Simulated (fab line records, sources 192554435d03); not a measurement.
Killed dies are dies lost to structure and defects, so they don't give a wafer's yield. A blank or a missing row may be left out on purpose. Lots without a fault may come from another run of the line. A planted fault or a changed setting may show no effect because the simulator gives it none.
One fault seen from 2 desks | flow n5_finfet | each desk has only its own numbers; what lay behind them comes last

THE METROLOGY DESK
What the gauges read, lot by lot, whatever tool the lot ran on: means of the sampled wafers that have a number. A lot is out of limits, marked OUT, if its mean lies more than 4 standard deviations from the usual mean; the brackets give that distance. Of its 10 readings 7 are shown: those that lie furthest out on some lot.
Columns: A = DIBL_N at N5_BEOL_M4_RC_MEAS_101, usual 36.4 mV/V; B = IOFF_N at N5_BEOL_M4_RC_MEAS_101, usual 0.164 nA/um; C = IOFF_P at N5_BEOL_M4_RC_MEAS_101, usual 0.214 nA/um; D = ION_N at N5_BEOL_M4_RC_MEAS_101, usual 675 uA/um; E = ION_P at N5_BEOL_M4_RC_MEAS_101, usual 463 uA/um; F = VT_N at N5_BEOL_M4_RC_MEAS_101, usual 249.2 mV; G = VT_P at N5_BEOL_M4_RC_MEAS_101, usual -250.1 mV
lot  | first seen here | A    | B     | C     | D   | E   | F     | G
L321 | day 7 20:11     | 36.9 | 0.146 | 0.181 | 671 | 454 | 249.8 | -255.4
L324 | day 8 15:07     | 35.4 | 0.133 | 0.159 | 661 | 447 | 252.5 | -255.2
L326 | day 9 03:50     | 37.5 | 0.167 | 0.204 | 680 | 462 | 248.3 | -251.4
L330 | day 10 00:44    | 38.5 | 0.181 | 0.238 | 677 | 465 | 247.2 | -248.4
L338 | day 12 08:25    | 37.8 | 0.225 | 0.242 | 699 | 468 | 245.0 | -248.2
L341 | day 13 00:23    | 36.6 | 0.154 | 0.211 | 673 | 464 | 248.0 | -250.9
L342 | day 13 03:38    | 35.1 | 0.154 | 0.177 | 674 | 457 | 249.6 | -253.8
L344 | day 13 15:23    | 37.3 | 0.174 | 0.218 | 676 | 460 | 249.2 | -250.6
L343 | day 13 16:01    | 35.9 | 0.151 | 0.212 | 665 | 462 | 250.5 | -250.1
This desk's finding: nothing out of limits on any of the 9 lots.

THE TOOL OWNER'S DESK: rie_metal-03
The tool's own readings at N5_GATE_CUT_CUT_ETCH_54 (etches TiN in Cl2/BCl3, target depth 96.7 nm): means of the sampled wafers that have a number, for each lot that ran on this tool. A lot is out of limits, marked OUT, if its mean lies more than 4 standard deviations from the usual mean; the brackets give that distance.
Columns: A = drypump_motor_current_A at N5_GATE_CUT_CUT_ETCH_54, usual 6.0 A; B = etch_rf_on_time_s at N5_GATE_CUT_CUT_ETCH_54, usual 36.4 s; C = he_backside_leak_sccm at N5_GATE_CUT_CUT_ETCH_54, usual 3.51 sccm; D = mfc_ar_sccm at N5_GATE_CUT_CUT_ETCH_54, usual 25.01 sccm; E = oes_ar_750_au at N5_GATE_CUT_CUT_ETCH_54, usual 0.78 a.u.; F = oes_product_au at N5_GATE_CUT_CUT_ETCH_54, usual 0.71 a.u.; G = throttle_valve_pct at N5_GATE_CUT_CUT_ETCH_54, usual 22.27 %
lot  | first seen here | A   | B               | C    | D     | E    | F    | G
L324 | day 5 05:18     | 5.6 | 37.2            | 3.63 | 24.96 | 0.65 | 0.58 | 22.59
L330 | day 6 17:35     | 6.2 | 36.7            | 3.65 | 25.02 | 0.78 | 0.70 | 22.17
L338 | day 8 20:58     | 5.6 | 32.8 (-7.6) OUT | 3.43 | 25.05 | 0.88 | 0.86 | 22.23
This desk's finding: out of limits on L338; first on L338, day 8 20:58 (etch_rf_on_time_s at N5_GATE_CUT_CUT_ETCH_54). In limits: L324, L330.

PUT TOGETHER
The tool owner's desk could have raised an alarm at day 8 20:58, on L338.
The metrology desk saw nothing out of limits.
The metrology desk has L338 on record, within its limits.
Of the lots named, all ran N5_GATE_CUT_CUT_ETCH_54 on rie_metal-03.

WHAT THE SIMULATOR HAD PUT IN
Process parameter drift: rie_metal-03, from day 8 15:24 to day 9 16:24, at N5_GATE_CUT_CUT_ETCH_54. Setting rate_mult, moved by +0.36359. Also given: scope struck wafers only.
Lots struck among those shown: L338.
Hours from the fault's start to each desk's first reading out of limits: the tool owner's desk, 6.
